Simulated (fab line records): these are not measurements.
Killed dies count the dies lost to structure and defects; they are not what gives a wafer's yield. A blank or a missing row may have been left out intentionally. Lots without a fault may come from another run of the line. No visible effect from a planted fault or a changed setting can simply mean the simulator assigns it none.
The tool behind it: which one? + flow nand harc + 72 wafers sampled from 24 lots at 1 step of a route of 1159

== WHAT EACH GAUGE READ, for each wafer ==
NHARC_A_CHANNEL_FILL_D1_INSPECT_13.
| lot  | measured     | on                | raw defect count |
|------|--------------|-------------------|------------------|
| L074 | day 11 00:12 | defect inspect-01 | 210 277 422      |
| L075 | day 11 02:41 | defect inspect-02 | 462 228 225      |
| L077 | day 11 05:23 | defect inspect-02 | 229 318 331      |
| L076 | day 11 08:10 | defect inspect-02 | 231 164 133      |
| L079 | day 11 08:10 | defect inspect-01 | 173 177 268      |
| L078 | day 11 13:50 | defect inspect-01 | 305 411 364      |
| L081 | day 12 09:59 | defect inspect-02 | 423 650 224      |
| L083 | day 12 18:00 | defect inspect-02 | 382 808 474      |
| L080 | day 12 18:10 | defect inspect-01 | 198 357 378      |
| L082 | day 12 22:16 | defect inspect-02 | 465 348 326      |
| L084 | day 13 02:46 | defect inspect-01 | 677 534 524      |
| L089 | day 13 19:44 | defect inspect-01 | 467 430 553      |
| L085 | day 13 19:55 | defect inspect-01 | 273 556 351      |
| L087 | day 13 23:11 | defect inspect-01 | 299 380 263      |
| L086 | day 13 23:21 | defect inspect-01 | 276 194 157      |
| L088 | day 14 10:16 | defect inspect-01 | 284 259 462      |
| L091 | day 14 23:05 | defect inspect-02 | 434 304 257      |
| L090 | day 15 02:52 | defect inspect-02 | 645 205 338      |
| L093 | day 15 06:30 | defect inspect-01 | 457 281 492      |
| L094 | day 15 09:57 | defect inspect-01 | 219 295 266      |
| L092 | day 15 10:07 | defect inspect-02 | 285 602 419      |
| L095 | day 15 20:09 | defect inspect-01 | 540 413 227      |
| L096 | day 15 20:09 | defect inspect-02 | 321 360 228      |
| L097 | day 16 07:20 | defect inspect-02 | 672 498 589      |

== TOOL THAT RAN EACH LOT (tool first, then ch and the chambers of the sampled wafers, then the start) ==
Record: no process step prior to these readings.

== WHAT THE TOOLS THEMSELVES READ (means of the sampled wafers that have a number; where no wafer has one, the mark that the record gives instead) ==
The record holds no such reading with a usual standard deviation.

== THE ANSWER, worked out from the rows above alone ==
Rule: the usual values come from the lots themselves. The widest of any qualifying gaps counts: lots, ordered by their means at a reading, are off when they make up no more than a third of the lots, leave a main group of 4 or more, and stand apart from it by 3 or more times the standard deviation of that group's means. If all means in a main group match to the digits the tables above print for the reading, that group is not used. Also off: a lot with no number at a reading for which 4 or more lots have one. All remaining lots with rows at the step are treated as sound. The gauges are gone through in route order, then the tools' own readings, and for those a lot's mean is taken as printed above. The first step at which some lot is off is used, and at that step the reading that is off furthest; a lot without a number counts as furthest.
None of the lots is off at any reading shown; this tells nothing.

== WHAT THE SIMULATOR HAD PUT IN ==
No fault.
